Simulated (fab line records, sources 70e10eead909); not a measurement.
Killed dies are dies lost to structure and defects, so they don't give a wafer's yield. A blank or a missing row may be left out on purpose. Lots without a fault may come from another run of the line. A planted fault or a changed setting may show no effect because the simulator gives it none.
Which tool did it? | flow nand_harc | 12 lots, 36 wafers sampled, at 6 steps of a route of 1159

WHAT THE GAUGES READ, wafer by wafer
NHARC_P_GATE_CD_MEAS_11: target cd 1640 nm. Usual: cd_nm 1640.2 nm, standard deviation 1.6.
lot  | measured    | on        | cd_nm (nm)           | flag
L662 | day 5 15:20 | cd_sem-03 | 1639.7 1640.4 1640.0 |
L661 | day 5 15:23 | cd_sem-01 | 1638.6 1637.4 1638.2 |
L659 | day 5 15:27 | cd_sem-03 | 1640.8 1638.1 1639.4 |
L663 | day 5 18:59 | cd_sem-01 | - - -                | OFF
L667 | day 5 19:16 | cd_sem-02 | 1637.2 1638.3 1638.2 |
L671 | day 7 07:10 | cd_sem-02 | 1638.3 1642.6 1641.3 |
L673 | day 7 10:31 | cd_sem-03 | 1640.2 1641.1 1642.4 |
L675 | day 8 00:56 | cd_sem-02 | 1641.3 1638.9 1639.2 |
L677 | day 8 08:55 | cd_sem-03 | 1642.8 1641.1 1640.5 |
L676 | day 8 09:05 | cd_sem-01 | 1643.0 1641.1 1642.4 |
L680 | day 9 01:52 | cd_sem-01 | 1638.0 1636.1 1637.6 |
L682 | day 9 12:58 | cd_sem-01 | 1641.3 1641.4 1639.8 |

NHARC_END_SORT_01. Usual: killed_at_array 29, standard deviation 11; killed_at_other 0.5, standard deviation 0.85; killed_at_periphery 3.0, standard deviation 2.3; killed_dies 33, standard deviation 12; killed_open 3.3, standard deviation 1.9; killed_short 2.0, standard deviation 1.5.
lot  | measured     | on        | killed_at_array | killed_at_other | killed_at_periphery | killed_dies | killed_open | killed_short | flag
L663 | day 25 00:16 | prober-02 | 20 13 27        | 0 0 0           | 657 664 650         | 677 677 677 | 2 3 2       | 1 1 3        | OFF

WHICH TOOL RAN EACH LOT (tool, then ch and the chambers of the sampled wafers, then the start)
lot  | NHARC_P_GATE_EXPOSE_08           | NHARC_P_GATE_HM_DEP_102       | NHARC_P_GATE_ETCH_104              | NHARC_P_GATE_HM_OPEN_105
L662 | krf_scanner-02 ch 0, day 5 15:11 | acl_dep-02 ch 0, day 6 05:21  | rie_diel-06 ch 0,2,3, day 6 07:11  | rie_diel-06 ch 1,2,3, no start
L661 | krf_scanner-02 ch 0, day 5 15:13 | acl_dep-03 ch 0, day 6 06:37  | rie_diel-06 ch 1,3, day 6 08:53    | rie_diel-06 ch 0,1,3, no start
L659 | krf_scanner-02 ch 0, day 5 15:17 | acl_dep-01 ch 0, day 6 07:08  | rie_diel-06 ch 0,2,3, day 6 09:10  | rie_diel-06 ch 2,3, no start
L663 | krf_scanner-02 ch 0, day 5 18:50 | acl_dep-01 ch 0, day 6 09:00  | rie_diel-06 ch 0,2,3, day 6 10:29  | rie_diel-06 ch 0,1,2, day 25 00:16 or earlier
L667 | krf_scanner-01 ch 0, day 5 19:06 | acl_dep-03 ch 0, day 6 09:44  | rie_diel-06 ch 1,2, day 6 11:38    | rie_diel-06 ch 0,1,2, no start
L671 | krf_scanner-02 ch 0, day 7 07:01 | acl_dep-02 ch 0, day 7 18:53  | rie_diel-06 ch 1,2,3, day 7 20:35  | rie_diel-06 ch 0,2, no start
L673 | krf_scanner-02 ch 0, day 7 10:21 | acl_dep-01 ch 0, day 8 00:59  | rie_diel-06 ch 0,2,3, day 8 02:47  | rie_diel-06 ch 1,2,3, no start
L675 | krf_scanner-01 ch 0, day 8 00:47 | acl_dep-02 ch 0, day 8 14:13  | rie_diel-05 ch 0,2, day 8 15:45    | rie_diel-05 ch 0,1,2, no start
L677 | krf_scanner-02 ch 0, day 8 08:46 | acl_dep-03 ch 0, day 8 21:14  | rie_diel-06 ch 1,2,3, day 8 22:50  | rie_diel-06 ch 0,1,2, no start
L676 | krf_scanner-04 ch 0, day 8 08:56 | acl_dep-01 ch 0, day 8 21:34  | rie_diel-05 ch 0,1,3, day 8 23:04  | rie_diel-05 ch 0,1,3, no start
L680 | krf_scanner-04 ch 0, day 9 01:43 | acl_dep-01 ch 0, day 9 14:32  | rie_diel-05 ch 1,2, day 9 16:10    | rie_diel-05 ch 1,2,3, no start
L682 | krf_scanner-04 ch 0, day 9 12:48 | acl_dep-01 ch 0, day 10 03:26 | rie_diel-06 ch 0,2,3, day 10 05:03 | rie_diel-06 ch 1,3, no start
- NHARC_P_GATE_EXPOSE_08: exposes mask P HV.
- NHARC_P_GATE_HM_DEP_102: deposits aC, target thk 120 nm.
- NHARC_P_GATE_ETCH_104: etches the open film in CF4/CHF3, target depth 60 nm.
- NHARC_P_GATE_HM_OPEN_105: chemistry O2/COS, target depth 360 nm.

WHAT THE TOOLS THEMSELVES READ (means of the sampled wafers that have a number; where no wafer has one, the mark that the record gives instead)
NHARC_P_GATE_HM_DEP_102. Usual: throttle_valve_pct 34.999 %, standard deviation 0.0087.
lot  | tool       | throttle_valve_pct (%) | flag
L662 | acl_dep-02 | 35.006                 |
L661 | acl_dep-03 | 34.987                 |
L659 | acl_dep-01 | 34.995                 |
L663 | acl_dep-01 | 35.001                 |
L667 | acl_dep-03 | 34.995                 |
L671 | acl_dep-02 | 34.992                 |
L673 | acl_dep-01 | 34.999                 |
L675 | acl_dep-02 | 34.989                 |
L677 | acl_dep-03 | 34.997                 |
L676 | acl_dep-01 | 35.005                 |
L680 | acl_dep-01 | 35.009                 |
L682 | acl_dep-01 | 35.004                 |

NHARC_P_GATE_ETCH_104. Usual: drypump_motor_current_A 5.7 A, standard deviation 0.6; oes_product_au 0.936 a.u., standard deviation 0.018; rf_vpp_V 371.6 V, standard deviation 2.4; showerhead_plenum_p_Torr 1.60 Torr, standard deviation 0.068; throttle_valve_pct 16.803 %, standard deviation 0.0093.
lot  | tool        | drypump_motor_current_A (A) | oes_product_au (a.u.) | rf_vpp_V (V) | showerhead_plenum_p_Torr (Torr) | throttle_valve_pct (%) | flag
L662 | rie_diel-06 | 5.9                         | 0.931                 | 371.1        | 1.59                            | 16.798                 |
L661 | rie_diel-06 | 5.3                         | 0.921                 | 373.6        | 1.67                            | 16.821                 |
L659 | rie_diel-06 | 6.0                         | 0.944                 | 371.1        | 1.58                            | 16.794                 |
L663 | rie_diel-06 | 5.9                         | 0.953                 | 370.9        | 1.58                            | 16.804                 |
L667 | rie_diel-06 | 5.1                         | 0.931                 | 371.6        | 1.62                            | 16.805                 |
L671 | rie_diel-06 | 5.4                         | 0.944                 | 371.4        | 1.61                            | 16.811                 |
L673 | rie_diel-06 | 5.9                         | 0.917                 | 371.0        | 1.58                            | 16.802                 |
L675 | rie_diel-05 | 5.7                         | 0.960                 | 372.9        | 1.61                            | 16.795                 |
L677 | rie_diel-06 | 5.4                         | 0.922                 | 371.7        | 1.61                            | 16.806                 |
L676 | rie_diel-05 | 5.6                         | 0.919                 | 369.4        | 1.55                            | 16.797                 |
L680 | rie_diel-05 | 6.2                         | 0.926                 | 370.8        | 1.58                            | 16.802                 |
L682 | rie_diel-06 | 6.0                         | 0.923                 | 370.7        | 1.58                            | 16.812                 |

NHARC_P_GATE_HM_OPEN_105. Usual: drypump_motor_current_A 5.7 A, standard deviation 0.6; oes_product_au 1.000 a.u., standard deviation 0.01; rf_vpp_V 468 V, standard deviation 3.1; showerhead_plenum_p_Torr 3.18 Torr, standard deviation 0.14; throttle_valve_pct 28.331 %, standard deviation 0.0086.
lot  | tool        | drypump_motor_current_A (A) | oes_product_au (a.u.) | rf_vpp_V (V) | showerhead_plenum_p_Torr (Torr) | throttle_valve_pct (%) | flag
L662 | rie_diel-06 | 5.4                         | 0.988                 | 468          | 3.20                            | 28.319                 |
L661 | rie_diel-06 | 5.8                         | 0.990                 | 470          | 3.27                            | 28.329                 |
L659 | rie_diel-06 | 5.5                         | 1.008                 | 466          | 3.07                            | 28.328                 |
L663 | rie_diel-06 | 5.7                         | 1.002                 | 467          | 3.17                            | 28.333                 |
L667 | rie_diel-06 | 5.7                         | 1.005                 | 468          | 3.17                            | 28.326                 |
L671 | rie_diel-06 | 6.2                         | 1.006                 | 467          | 3.12                            | 28.330                 |
L673 | rie_diel-06 | 5.4                         | 1.002                 | 469          | 3.19                            | 28.331                 |
L675 | rie_diel-05 | 5.9                         | 1.000                 | 469          | 3.17                            | 28.330                 |
L677 | rie_diel-06 | 5.7                         | 0.994                 | 468          | 3.16                            | 28.343                 |
L676 | rie_diel-05 | 5.6                         | 0.998                 | 467          | 3.09                            | 28.336                 |
L680 | rie_diel-05 | 6.0                         | 1.002                 | 467          | 3.12                            | 28.326                 |
L682 | rie_diel-06 | 5.6                         | 0.996                 | 470          | 3.29                            | 28.329                 |

THE ANSWER, worked out from the rows above alone
Rule: a lot is off if the mean of its wafers that have a number lies more than 3 standard deviations from the usual mean. A lot without any number at a reading at which 4 lots or more have one is off too. The other lots that the step has rows for count as sound. The gauges are gone through in route order, then the tools' own readings, and for those a lot's mean is taken as printed above. The first step at which some lot is off is used, and at that step the reading that is off furthest; a lot without a number counts as furthest.
Off: L663, at NHARC_P_GATE_CD_MEAS_11 (cd_nm). Without a number there: L663.
A tool fits if, at a process step before that reading, it ran every lot that is off, and no sound lot after the first of them. The gauges at NHARC_P_GATE_CD_MEAS_11 aren't tried: what is off there is off at NHARC_END_SORT_01 too, on other tools, and a gauge's error can't cause that. None of those tried fits.

WHAT THE SIMULATOR HAD PUT IN
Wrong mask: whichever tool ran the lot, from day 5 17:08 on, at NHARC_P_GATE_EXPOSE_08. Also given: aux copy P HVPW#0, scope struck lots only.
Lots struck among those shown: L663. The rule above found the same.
